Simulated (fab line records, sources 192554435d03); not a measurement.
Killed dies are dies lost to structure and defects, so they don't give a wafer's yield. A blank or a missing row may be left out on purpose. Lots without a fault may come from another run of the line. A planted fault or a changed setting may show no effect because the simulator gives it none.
A struck lot beside a sound one | flow n5_finfet | 41 steps out of a route of 1938
Sound: wafers L222.2, L222.3, L222.5. Struck: wafers L216.3, L216.4. (L216.5 of the same lot was not struck and is left out.) The cause comes at the end.
At each step with rows: each side's tool, then ch and its chambers, then its first start. Under that, the readings that differ: sound wafers | struck wafers | difference of the means | sigmas: that difference in standard deviations of wafers without a fault.
alike: readings whose means differ by less than 2 such deviations, and words and numbers that are the same on both sides. not compared: withheld readings, readings that some wafer has no value for, bounds like >300 that may hide the same value, and numbers for which the record gives no deviation and whose values overlap.
The two part at a step that has a row with sigmas, a row that says differs or no value, or rows on one side only. Numbers that don't overlap but have no deviation are shown without sigmas and don't part them. A reading that every wafer of one side lacks parts them only if that side has two wafers or more.

first, 12 steps without rows for these wafers: N5_HKMG_FIN_STRIP_33 (strips in N2/H2); N5_HKMG_FIN_STRIP_34 (strips in CF4); N5_HKMG_FIN_ETCH_35 (etches SOC in N2/H2, target depth 215.8 nm, time 243.4 s); N5_HKMG_FIN_STRIP_92 (strips SOC in N2/H2, time 20 s); N5_HKMG_FIN_WET_ETCH_18 (etches TiN in SC1, time 55 s, target depth 5.2 nm, rinse time 30 s); N5_HKMG_FIN_STRIP_19 (strips in N2/H2, time 360 s); N5_HKMG_FIN_ALD_91 (deposits TiN, target thk 1 nm, pulse time 1 s, purge time 3 s); N5_HKMG_FIN_COAT_85 (time 60 s, resist thk 300 nm); N5_HKMG_FIN_ETCH_86 (etches SOC in N2/H2, stops on TiN, target depth 393.2 nm); N5_HKMG_FIN_STRIP_89 (strips SOC in N2/H2, time 20 s); N5_HKMG_FIN_WET_ETCH_87 (etches TiN in SC1, time 154.2 s, target depth 4.7 nm, rinse time 30 s); N5_HKMG_FIN_STRIP_88 (strips in N2/H2, time 360 s).
N5_HKMG_FIN_NWFM_ALD_20: deposits TiAlC, target thk 2 nm, pulse time 3 s, purge time 2 s.
  sound on ald_metal-02 ch 1,3, day 9 04:28; struck on ald_metal-03 ch 0,2, day 7 19:31
  reading                                         | sound | struck  | difference | sigmas
  ald_cycles                                      | 7 7 7 | 4 4     | -3         |
  model.TiAlC_of_HKMG_FIN_NWFM_ALD_20.thk_nm (nm) | 2 2 2 | 1.2 1.2 | -0.8       |
  alike: heater_power_w, precursor_pulse_height_rel
then, 26 steps without rows for these wafers: N5_HKMG_FIN_ALD_71 (deposits TiN, target thk 1 nm, pulse time 1 s, purge time 3 s); N5_HKMG_FIN_COAT_66 (time 60 s, resist thk 300 nm); N5_HKMG_FIN_ETCH_67 (etches SOC in N2/H2, stops on TiN, target depth 388.9 nm); N5_HKMG_FIN_STRIP_90 (strips SOC in N2/H2, time 20 s); N5_HKMG_FIN_WET_ETCH_73 (etches the open film in SC1, time 42.3 s, target depth 1.3 nm, rinse time 30 s); N5_HKMG_FIN_ETCHBACK_68 (etches the open film in Cl2/Ar, stops on HfO2, target depth 0.5 nm); N5_HKMG_FIN_STRIP_69 (strips in N2/H2, time 360 s); N5_HKMG_FIN_ALD_21 (deposits TiN, target thk 1.5 nm, pulse time 1 s, purge time 3 s); N5_HKMG_FIN_ALD_72 (deposits W, target thk 2 nm, pulse time 1 s, purge time 2 s); N5_HKMG_FIN_W_FILL_22 (material W, target thk 60 nm, time 18.2 s); N5_HKMG_FIN_PRECLEAN_83 (cleans in DIW, time 57.5 s); N5_HKMG_FIN_SRD_84 (dry time 32 s); N5_HKMG_FIN_CMP_23 (polishes, stops on SiNx, t overpolish 10 s, target thk 46.326 nm); N5_HKMG_FIN_CMP_94 (polishes, stops on SiNx, t overpolish 4.7 s, target thk 43.299 nm); N5_GATE_CUT_ETCHBACK_00 (etches W in SF6/Cl2); N5_GATE_CUT_ETCH_56 (etches TiN in Cl2/Ar, target depth 21.6 nm); N5_GATE_CUT_ETCHBACK_30 (etches TiN in Cl2/Ar, target depth 3 nm); N5_GATE_CUT_VAPOR_ETCH_60 (etches HfO2 in BCl3/Cl2); N5_GATE_CUT_ETCH_58 (etches SiNx in CH3F/O2, target depth 17 nm, time 128.6 s); N5_GATE_CUT_STRIP_59 (strips in N2/H2, time 20 s); N5_GATE_CUT_PRECLEAN_31 (cleans in DIW, time 300 s); N5_GATE_CUT_SRD_32 (time 30 s); N5_GATE_CUT_SAC_CAP_01 (material SiNx, target thk 24 nm, pulse time 1 s, ald cycles 480); N5_GATE_CUT_PECVD_57 (deposits SiNx from SiH4/NH3/N2, target thk 21 nm); N5_GATE_CUT_CMP_02 (polishes, stops on SiO2, t overpolish 12.7 s, target thk 0 nm); N5_GATE_CUT_HM_DEP_46 (deposits SiO2 from TEOS/O2, target thk 130 nm, time 26.6 s).
-- the record jumps here: 4 days lie between the struck wafers' starts before and after (it left off in module GATE_CUT and takes up again in module BEOL_M4, whose first step shown is number 1111 of the route) --
N5_BEOL_M4_RC_MEAS_101:
  sound on prober-01 ch 0, day 13 16:20; struck on prober-02 ch 0, day 12 07:04
  reading             | sound                     | struck            | difference | sigmas
  IOFF_N (nA/um)      | 0.170 0.167 0.165         | 0.012 0.010       | -0.156     | -6
  IOFF_N_85C (nA/um)  | 3.3 3.2 3.2               | 0.4 0.3           | -2.9       | -7
  IOFF_N_LIN (nA/um)  | 0.078 0.076 0.076         | 0.005 0.004       | -0.072     | -7
  IOFF_N_LONG (nA/um) | 5.67e-05 5.86e-05 5.7e-05 | 2.26e-05 2.23e-05 | -3.50e-05  | -17
  IOFF_P (nA/um)      | 0.23 0.22 0.22            | 0.56 0.48         | +0.30      | +9
  IOFF_P_85C (nA/um)  | 3.9 3.7 3.7               | 8.3 7.2           | +4.0       | +8
  IOFF_P_LIN (nA/um)  | 0.107 0.104 0.102         | 0.242 0.216       | +0.125     | +10
  IOFF_P_LONG (nA/um) | 0.000108 0.00011 0.00011  | 0.000213 0.000207 | +0.000101  | +12
  ION_N (uA/um)       | 669 679 681               | 508 496           | -174       | -18
  ION_P (uA/um)       | 460 460 468               | 499 490           | +32        | +5
  VT_N (mV)           | 246.4 249.9 249.0         | 328.2 329.4       | +80.4      | +28
  VT_N_LONG (mV)      | 275.1 273.3 273.5         | 355.4 352.9       | +80.2      | +50
  VT_N_LVT (mV)       | 98.9 99.1 98.7            | 176.5 178.0       | +78.3      | +28
  VT_P (mV)           | -248 -248 -250            | -226 -229         | +21        | +7
  VT_P_LONG (mV)      | -272.0 -273.7 -273.5      | -250.8 -252.0     | +21.7      | +7
  VT_P_LVT (mV)       | -97.5 -97.9 -98.0         | -74.8 -76.9       | +22.0      | +7
  alike: DIBL_N, DIBL_P, SS_N, SS_P
-- the record jumps here: 4 days lie between the struck wafers' starts before and after (it left off in module BEOL_M4 and takes up again in module PASSIVATION, whose first step shown is number 1936 of the route) --
N5_PASSIVATION_PROBE_49:
  sound on prober-01, day 18 06:59; struck on prober-01, day 16 18:28
  reading                | sound          | struck      | difference | sigmas
  sort_bin_4_leakage (%) | 0 0 0          | 17.63 4.15  | +10.89     |
  sort_bin_8_speed (%)   | 0 0 0          | 73.81 87.12 | +80.47     |
  sort_n_pass            | 1064 1082 1076 | 0 0         | -1074      | -63
  sort_yield_pct (%)     | 90.2 91.7 91.2 | 0 0         | -91        | -61
  alike: defect_limited_yield, killed_at_M0_to_M3, killed_at_M4_up, killed_at_contacts, killed_at_front_end, killed_at_other, killed_dies, killed_open, killed_short, sort_bin_5_function, sort_bin_6_memory

WHERE THEY PART
First at N5_BEOL_M4_RC_MEAS_101; last, within this record, at N5_PASSIVATION_PROBE_49.

WHY: what the simulator had put in
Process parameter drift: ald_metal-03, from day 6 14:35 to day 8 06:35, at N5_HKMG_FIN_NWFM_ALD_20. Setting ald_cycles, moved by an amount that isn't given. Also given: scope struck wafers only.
